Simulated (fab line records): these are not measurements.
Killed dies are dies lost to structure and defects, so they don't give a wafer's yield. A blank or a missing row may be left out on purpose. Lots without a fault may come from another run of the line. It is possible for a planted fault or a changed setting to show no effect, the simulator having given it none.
Matching of chambers | flow nand_harc | rie_si-01 running NHARC_THIN_TSV_ETCH_15: 4 sister chambers
The step target depth 3000 nm, bosch target overetch cycles 2, bosch etch step 2.8 s. 8 wafers are shown with their chamber, then 7 later ones without.

## EACH WAFER AND ITS CHAMBER
wafer  | chamber | drypump_motor_current_A (A)
L247.2 | 2       | 6.8
L247.3 | 0       | 6.3
L248.5 | 2       | 6.8
L251.4 | 1       | 6.8
L251.5 | 0       | 6.3
L251.6 | 3       | 5.5
L258.1 | 3       | 5.5
L258.3 | 1       | 6.7

## WAFERS MISSING THEIR CHAMBER
wafer  | drypump_motor_current_A (A)
L258.6 | 6.7
L260.1 | 6.8
L260.2 | 6.8
L260.5 | 6.8
L261.2 | 5.5
L261.3 | 6.8
L261.5 | 5.5

## WHICH CHAMBER EACH WENT THROUGH
wafer  | from the rows above     | in truth
L258.6 | can't be placed: 1 or 2 | 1
L260.1 | can't be placed: 2 or 1 | 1
L260.2 | can't be placed: 2 or 1 | 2
L260.5 | can't be placed: 2 or 1 | 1
L261.2 | 3                       | 3
L261.3 | can't be placed: 2 or 1 | 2
L261.5 | 3                       | 3
2 of 7 placed correctly. Can't be placed from these rows: 5 (the true chamber is among the candidates in 5). Wrongly placed: 0.
How it was worked out, from the rows above alone: a wafer's distance from a chamber is the root of the sum, over the readings, of the square of ((its reading less the chamber's mean) divided by the reading's scatter). The wafer belongs to the nearest chamber; if the next one is less than 2 further off, it can't be placed. A chamber's mean is the mean of its shown wafers. The scatter: the root of (the sum of the squares of (reading less its chamber's mean) over the shown wafers, divided by (wafers less chambers)).
